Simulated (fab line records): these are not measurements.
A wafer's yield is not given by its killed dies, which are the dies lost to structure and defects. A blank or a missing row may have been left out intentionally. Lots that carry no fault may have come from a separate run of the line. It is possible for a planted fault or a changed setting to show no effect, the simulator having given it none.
fab line records	flow n5_finfet
record lots=10	wafers=26	last_day=18
route steps=1938 shown MOL_CONTACT_COAG@529 BEOL_M4@1111
lots that met no fault: taken from a fault-free run of the same line
start_h: hours from the record's first day to the start of the lot's first wafer shown	wait_h: hours since the lot's step before	" unchanged from the row above	L1.1+2: a row that stands for several wafers	- no value, or no start was given	* or withheld: withheld	< > ~ a bound
route shown NAME@n: NAME is a module with steps in the file, n the number in the route of the first one	usual: average and standard deviation across the fault-free wafers	same: alike in all rows	chamber/n: place in a boat	sites: readings site by site	_std_site: how widely they spread, as a standard deviation	_edge_site: outer sites' mean less inner sites'	radius_mm: for every site, how far away it sits from the centre of the wafer	mask NAME#n: copy n	behind: the most recent tool/chamber to have shaped the wafer	hold: reason for holding the lot/hours on hold/outcome of the hold	device: whichever transistor did not switch (one of n, p or np)	end of line: tests run on the same wafers once the route is complete	step lacking rows: just its recipe	killed: dies that structure and defects cost at the first sort, which is not the same as the wafer's yield	map: the dies of a wafer, with x for killed, . for not killed, _ for no die there
set.NAME: the setting as run; set.NAME@STEP: as run at that earlier step	model.NAME: the simulator's own value behind a step, which no gauge read
steps of the route over a sample of lots; a table a step, a row a wafer
services: when a tool's chamber went out of use (start_h, in hours from the record's first day, below 0 if earlier), for how many hours, and the reason
## steps
# step N5_MOL_CONTACT_COAG_DESCUM_13
# recipe chemistry=O2	time_s=7	source_power_w=50	bias_power_w=20	pressure_mtorr=20	rf_frequency_hz=2.712e+07	temp_c=40	resist=CAR-EUV	o2_flow_sccm=225
# usual drypump_motor_current_A=5.4/0.37	oes_product_au=0.78/0.082	rf_vpp_V=243.3/1.5	showerhead_plenum_p_Torr=2.10/0.065	temp_c=39.98/0.12	throttle_valve_pct=20.32/0.28
lot.wafer	tool	chamber	start_h	wait_h	drypump_motor_current_A	oes_product_au	rf_hours_counter_h	rf_vpp_V	showerhead_plenum_p_Torr	temp_c	throttle_valve_pct
L841.5	rie_diel-05	3	108.75	0.9	5.2	0.90	-	241.1	2.03	40.02	20.04
L841.6	"	2	"	"	5.1	0.75	-	245.5	2.16	40.09	20.26
L843.1	rie_diel-06	1	122.62	0.0	5.5	0.73	249	242.1	2.07	40.19	20.63
L843.5	"	1	"	"	5.6	0.73	-	241.5	2.07	40.09	20.66
L844.2	rie_diel-01	1	129.32	0.0	6.0	0.73	186	242.4	2.03	40.09	20.82
L844.6	"	2	"	"	5.3	0.87	-	242.0	2.11	40.13	19.98
L845.2	rie_diel-05	3	135.81	0.0	5.2	0.88	35	241.5	2.02	39.96	20.05
L845.4	"	0	"	"	5.4	0.69	212	243.5	2.07	39.90	20.55
L845.6	"	1	"	"	5.3	0.85	-	244.8	2.19	40.17	19.93
L851.2	rie_diel-05	2	164.86	0.2	5.1	0.73	176	244.5	2.15	39.76	20.29
L851.4	"	1	"	"	5.3	0.85	77	244.1	2.18	40.06	19.94
L851.5	"	0	"	"	5.4	0.69	-	242.9	2.07	39.64	20.54
L852.1	rie_diel-06	0	172.91	0.4	5.5	0.77	149	240.6	2.03	40.14	20.72
L852.2	"	2	"	"	5.9	0.86	67	243.7	2.04	39.86	20.45
L852.3	"	3	"	"	5.5	0.72	172	243.5	2.19	39.94	20.41
L855.1	rie_diel-01	2	187.56	0.0	5.3	0.85	83	243.1	2.10	39.96	20.00
L855.3	"	0	"	"	5.2	0.71	222	243.6	2.16	40.08	20.64
L855.6	"	3	"	"	6.6	0.69	-	245.2	2.16	39.83	20.13
L857.2	rie_diel-05	2	203.54	0.0	5.1	0.72	188	244.1	2.15	40.00	20.31
L857.3	"	1	"	"	5.3	0.83	88	245.0	2.18	40.12	19.95
L858.1	rie_diel-06	0	218.41	0.0	5.5	0.77	162	241.2	2.02	39.93	20.75
L858.4	"	3	"	"	5.5	0.72	186	243.4	2.19	39.94	20.40
L858.5	"	1	"	"	5.6	0.95	-	243.2	2.06	40.11	20.31
L860.1	rie_diel-05	1	225.92	0.2	5.3	0.83	96	244.1	2.18	39.89	19.96
L860.3	"	2	"	"	5.1	0.71	195	243.9	2.15	39.91	20.32
L860.6	"	0	"	"	5.4	0.68	-	241.6	2.06	40.13	20.55
# step N5_MOL_CONTACT_COAG_CMP_23
# recipe stop_on=SiO2	t_overpolish_s=1.5	post_cmp_clean=cu_alkaline	down_force_psi=2	platen_rpm=50.289	pad_velocity_m_s=1.0006	target_thk_nm=0
# usual motor_current_A=7.7/0.81	overpolish_run_s=1.501/0.0085	retaining_ring_pressure_frac=1.000/0.0051	time_to_endpoint_s=10.4/2.2
lot.wafer	tool	chamber	start_h	wait_h	motor_current_A	overpolish_run_s	retaining_ring_pressure_frac	time_to_endpoint_s
L841.5	cmp-01	1	115.21	0.2	7.1	1.494	0.990	10.8
L841.6	"	2	"	"	7.9	1.489	1.002	10.6
L843.1	cmp-03	2	130.71	0.1	9.0	1.494	0.996	6.1
L843.5	"	2	"	"	8.6	1.493	1.000	8.8
L844.2	cmp-01	2	135.01	0.4	7.7	1.491	1.004	10.8
L844.6	"	0	"	"	6.6	1.503	0.996	11.1
L845.4	cmp-01	3	142.30	0.2	8.2	1.509	1.002	11.7
L845.2	"	0	"	"	6.9	1.515	0.999	9.5
L845.6	"	1	"	"	6.3	1.515	1.000	14.1
L851.2	cmp-02	1	171.80	0.0	8.2	1.498	0.998	11.1
L851.4	"	2	"	"	7.9	1.497	1.000	10.2
L851.5	"	2	"	"	8.0	1.503	0.994	10.7
L852.1	cmp-02	3	180.33	0.0	6.2	1.494	1.001	10.3
L852.3	"	0	"	"	7.1	1.498	0.990	11.0
L852.2	"	1	"	"	8.5	1.508	0.999	10.7
L855.1	cmp-02	2	193.92	0.1	8.6	1.503	1.001	7.2
L855.3	"	3	"	"	6.5	1.508	1.005	9.5
L855.6	"	1	"	"	8.4	1.493	0.994	10.5
L857.2	cmp-03	3	214.55	1.8	7.5	1.506	1.000	7.5
L857.3	"	1	"	"	8.0	1.491	0.989	12.0
L858.1	cmp-03	1	225.34	0.0	8.7	1.490	0.991	14.5
L858.4	"	0	"	"	7.9	1.504	1.003	8.1
L858.5	"	1	"	"	8.6	1.492	1.001	14.6
L860.3	cmp-01	0	232.63	0.0	6.9	1.503	0.997	9.6
L860.1	"	3	"	"	9.1	1.495	0.999	7.9
L860.6	"	1	"	"	6.3	1.507	0.999	10.0
# step N5_MOL_CONTACT_COAG_ALD_27
# recipe material=SiOC	target_thk_a=170	temp_c=400	ald_precursor_family=carbosiloxane	ald_co_reactant=H2-plasma	pulse_time_s=1.5	time_s=2720	purge_time_s=2	co_reactant_purge_time_s=2	ald_cycles=340	pressure_torr=2
# usual heater_power_w=865/99	precursor_pulse_height_rel=0.999/0.021	run_length_s=2769.9/0.56	susceptor_temp_C=399.98/0.19	time_s=2720/0
# same pulse_time_s=1.5
lot.wafer	tool	chamber	start_h	wait_h	heater_power_w	precursor_pulse_height_rel	run_length_s	susceptor_temp_C	time_s
L841.5	ald_sin-03	1	116.65	0.8	913	0.997	2770.4	399.96	2720
L841.6	"	2	"	"	851	0.984	2770.1	399.95	2720
L843.1	ald_sin-03	2	131.49	0.0	883	1.011	2769.8	400.10	2720
L843.5	"	1	"	"	894	0.993	2770.0	399.67	2720
L844.2	ald_sin-04	3	135.76	0.0	729	1.036	2769.0	400.09	2720
L844.6	"	2	"	"	778	0.991	2769.7	399.94	2720
L845.2	ald_sin-02	2	143.05	0.0	970	1.029	2770.3	400.18	2720
L845.4	"	1	"	"	860	1.003	2770.1	400.08	2720
L845.6	"	2	"	"	972	1.044	2770.7	400.36	2720
L851.2	ald_sin-04	0	172.66	0.0	721	1.015	2769.1	399.82	2720
L851.4	"	3	"	"	746	0.982	2769.1	400.04	2720
L851.5	"	2	"	"	787	0.969	3248.4	400.02	3198.9
L852.1	ald_sin-04	2	181.19	0.0	774	1.026	3248.4	400.40	3198.9
L852.2	"	0	"	"	717	1.024	2770.0	400.02	2720
L852.3	"	1	"	"	849	1.009	2769.6	399.77	2720
L855.1	ald_sin-02	1	194.71	0.0	831	0.998	2769.8	400.25	2720
L855.3	"	3	"	"	950	1.036	2770.5	399.80	2720
L855.6	"	0	"	"	1070	0.976	2770.4	399.89	2720
L857.2	ald_sin-02	2	215.41	0.0	940	0.980	2770.3	399.83	2720
L857.3	"	3	"	"	949	0.982	2770.0	400.28	2720
L858.1	ald_sin-03	2	226.16	0.0	848	1.008	2769.9	400.42	2720
L858.4	"	0	"	"	946	1.028	2769.6	400.13	2720
L858.5	"	1	"	"	931	1.003	2769.7	399.97	2720
L860.1	ald_sin-03	1	233.45	0.0	901	0.991	2769.7	399.90	2720
L860.3	"	0	"	"	958	1.000	2769.9	399.97	2720
L860.6	"	0	"	"	953	0.999	2770.4	399.95	2720
# step N5_MOL_CONTACT_COAG_OVL_MEAS_85
# recipe points_per_wafer=522
# usual VG_OVL=0.0/0.84
lot.wafer	tool	chamber	start_h	wait_h	VG_OVL[nm]
L841.5	overlay-01	0	118.67	0.0	-0.8
L841.6	"	0	"	"	-1.4
L843.1	overlay-02	0	134.27	0.0	0.5
L843.5	"	0	"	"	0.5
L844.2	overlay-02	0	139.25	0.0	1.9
L844.6	"	0	"	"	2.0
L845.2	overlay-01	0	145.95	0.0	1.0
L845.4	"	0	"	"	0.3
L845.6	"	0	"	"	0.6
L851.2	overlay-01	0	175.44	0.0	0.8
L851.4	"	0	"	"	0.6
L851.5	"	0	"	"	-0.4
L852.1	overlay-02	0	184.17	0.0	-1.3
L852.2	"	0	"	"	-0.7
L852.3	"	0	"	"	-0.8
L855.1	overlay-02	0	197.60	0.0	-1.2
L855.3	"	0	"	"	-0.5
L855.6	"	0	"	"	-0.6
L857.2	overlay-01	0	218.67	0.0	0.0
L857.3	"	0	"	"	1.5
L858.1	overlay-01	0	229.22	0.0	1.0
L858.4	"	0	"	"	1.7
L858.5	"	0	"	"	0.2
L860.1	overlay-01	0	236.37	0.0	0.8
L860.3	"	0	"	"	0.5
L860.6	"	0	"	"	1.0
# step N5_BEOL_M4_RC_MEAS_101
# usual DIBL_N=36.7/2.6	DIBL_P=36.9/2.8	IOFF_N=0.17/0.043	IOFF_P=0.22/0.05	ION_N=678/15	ION_P=465/9.2	SS_N=71.6/0.79	SS_P=73.5/0.82	VT_N=250/3.9	VT_P=-250/3.7
lot.wafer	tool	chamber	start_h	wait_h	DIBL_N[mV/V]	DIBL_P[mV/V]	IOFF_N[nA/um]	IOFF_P[nA/um]	ION_N[uA/um]	ION_P[uA/um]	SS_N[mV/dec]	SS_P[mV/dec]	VT_N[mV]	VT_P[mV]
L841.5	prober-02	0	203.68	0.6	38.1	38.5	0.20	0.25	699	474	71.1	74.4	247	-246
L841.6	"	0	"	"	42.1	42.8	0.29	0.36	692	471	72.5	75.2	242	-243
L845.2	prober-01	0	206.64	0.2	36.4	36.8	0.16	0.20	671	461	71.3	73.1	248	-251
L845.4	"	0	"	"	41.1	42.8	0.24	0.29	679	458	73.3	75.0	247	-247
L845.6	"	0	"	"	37.8	37.5	0.17	0.21	667	454	72.0	73.9	253	-251
L844.2	prober-02	0	213.98	0.2	40.7	42.5	0.22	0.39	687	480	72.5	75.2	247	-240
L844.6	"	0	"	"	39.8	41.1	0.23	0.36	697	484	72.0	74.4	241	-241
L843.1	prober-02	0	222.36	0.0	37.0	38.0	0.17	0.23	678	473	71.7	74.1	247	-248
L843.5	"	0	"	"	36.4	36.0	0.16	0.21	685	469	72.4	74.1	253	-250
L852.1	prober-02	0	252.17	0.6	40.0	40.0	0.21	0.25	665	456	72.7	74.7	254	-250
L852.2	"	0	"	"	32.8	32.0	0.09	0.13	659	453	70.2	72.6	257	-260
L852.3	"	0	"	"	35.8	36.8	0.13	0.19	650	446	70.3	74.1	255	-254
L851.2	prober-02	0	263.20	0.2	38.2	39.6	0.21	0.23	692	465	71.5	74.5	245	-251
L851.4	"	0	"	"	36.6	37.8	0.16	0.18	691	458	71.5	72.9	250	-254
L851.5	"	0	"	"	34.1	35.4	0.14	0.17	674	464	70.1	72.3	248	-256
L855.1	prober-01	0	272.71	0.0	37.1	36.6	0.16	0.21	675	466	72.0	73.8	248	-248
L855.3	"	0	"	"	35.9	35.2	0.14	0.18	684	466	71.7	72.9	250	-252
L855.6	"	0	"	"	36.6	35.2	0.15	0.19	666	456	72.3	73.9	252	-251
L857.2	prober-02	0	300.57	0.2	33.9	34.0	0.12	0.17	663	449	71.5	72.6	252	-251
L857.3	"	0	"	"	32.4	32.2	0.11	0.16	675	465	70.7	71.9	252	-254
L860.1	prober-01	0	312.65	0.0	31.9	32.4	0.11	0.16	661	461	70.0	73.0	254	-252
L860.3	"	0	"	"	35.5	36.8	0.16	0.20	670	451	71.8	73.0	248	-249
L860.6	"	0	"	"	32.5	32.3	0.11	0.15	652	453	70.7	71.9	254	-255
L858.1	prober-02	0	312.69	0.0	38.8	37.9	0.20	0.24	690	475	71.3	74.6	244	-248
L858.4	"	0	"	"	36.5	35.2	0.15	0.21	664	454	70.6	73.6	251	-248
L858.5	"	0	"	"	39.8	39.3	0.24	0.28	703	470	71.8	74.4	244	-248
## services
tool	chamber	start_h	hours	kind
ald_sin-04	-	85.25	14.0	pm
ald_sin-04	0	85.25	14.0	vent_cycle
ald_sin-04	1	85.25	14.0	vent_cycle
ald_sin-04	2	85.25	14.0	vent_cycle
ald_sin-04	3	85.25	14.0	vent_cycle
ald_sin-03	0	95.21	2.7	repair
rie_diel-06	-	104.20	14.6	pm
cmp-03	-	113.30	3.5	pm
rie_diel-01	0	116.87	1.2	repair
cmp-01	-	117.16	2.3	repair
cmp-01	-	135.57	5.0	pm
cmp-02	-	140.53	4.1	pm
ald_sin-03	3	143.82	2.7	repair
ald_sin-02	-	176.78	14.0	pm
ald_sin-04	3	178.63	5.6	repair
cmp-01	-	182.47	3.7	repair
cmp-03	-	203.28	10.6	pm
cmp-02	-	209.96	6.6	pm
cmp-01	-	210.77	4.0	pm
cmp-01	-	214.77	-	consumable_replace:conditioner
cmp-01	-	214.77	-	consumable_replace:pad
rie_diel-01	2	225.67	2.5	repair
rie_diel-01	0	230.15	3.8	repair
cmp-03	-	231.85	4.0	pm
## key
first_sign step=N5_MOL_CONTACT_COAG_ALD_27	reading=time_s	direction=up	sigmas=99+	usual=*	struck=*
effect step=N5_MOL_CONTACT_COAG_ALD_27	reading=run_length_s	direction=up	sigmas=99+	usual=*	struck=*
met_at N5_MOL_CONTACT_COAG_ALD_27
struck_lots L851,L852
struck_wafers L851.5,L852.1
not_acting_at N5_MOL_CONTACT_COAG_DESCUM_13,N5_MOL_CONTACT_COAG_CMP_23,N5_MOL_CONTACT_COAG_OVL_MEAS_85
onset_between 135.76 172.66
fault kind=process_parameter_drift	tool=ald_sin-04	chamber=2	onset_h=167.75	steps=N5_MOL_CONTACT_COAG_ALD_27	channel=time_s	offset=*	shape=step	end_h=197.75	stated=*
